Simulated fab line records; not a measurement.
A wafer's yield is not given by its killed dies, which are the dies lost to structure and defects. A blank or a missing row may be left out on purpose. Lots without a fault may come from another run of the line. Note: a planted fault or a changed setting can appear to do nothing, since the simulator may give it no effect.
Matching of chambers | flow n5Finfet | 4 sister chambers for N5_BEOL_M2_VIA_ETCH_34 on rieDiel-01
The step etches the open film in C4F6/O2, target depth 69.4 nm, time 65.9 s. 4 wafers are shown with their chamber, then 10 later ones without.

## WAFERS PAIRED WITH THEIR CHAMBERS
wafer  | chamber | drypumpMotorCurrentA (A)
L083.5 | 2       | 6.0
L090.6 | 3       | 5.0
L092.4 | 0       | 5.5
L092.5 | 1       | 5.2

## WAFERS WHOSE CHAMBER IS MISSING
wafer  | drypumpMotorCurrentA (A)
L092.6 | 6.0
L094.1 | 5.5
L094.2 | 5.0
L094.3 | 5.2
L096.1 | 5.0
L096.5 | 6.0
L096.6 | 5.2
L097.1 | 5.5
L097.3 | 6.0
L097.5 | 4.9

## WHICH CHAMBER EACH WENT THROUGH
wafer  | from the rows above | in truth
L092.6 | 2                   | 2
L094.1 | 0                   | 0
L094.2 | 3                   | 3
L094.3 | 1                   | 1
L096.1 | 3                   | 3
L096.5 | 2                   | 2
L096.6 | 1                   | 1
L097.1 | 0                   | 0
L097.3 | 2                   | 2
L097.5 | 3                   | 3
Placed correctly: 10 of 10. Left unplaced by these rows: 0. Placed wrongly: 0.
How it was worked out, from the rows above alone: a wafer's distance from a chamber is the root of the sum, over the readings, of the square of ((its reading less the chamber's mean) divided by the reading's scatter). The wafer belongs to the nearest chamber; if the next one is less than 2 further off, it can't be placed. For every chamber, the mean is computed from those of its wafers that are shown. The scatter (one wafer shown for each chamber): square how far every hidden wafer sits from the nearest shown wafer, average those squares and take the square root.
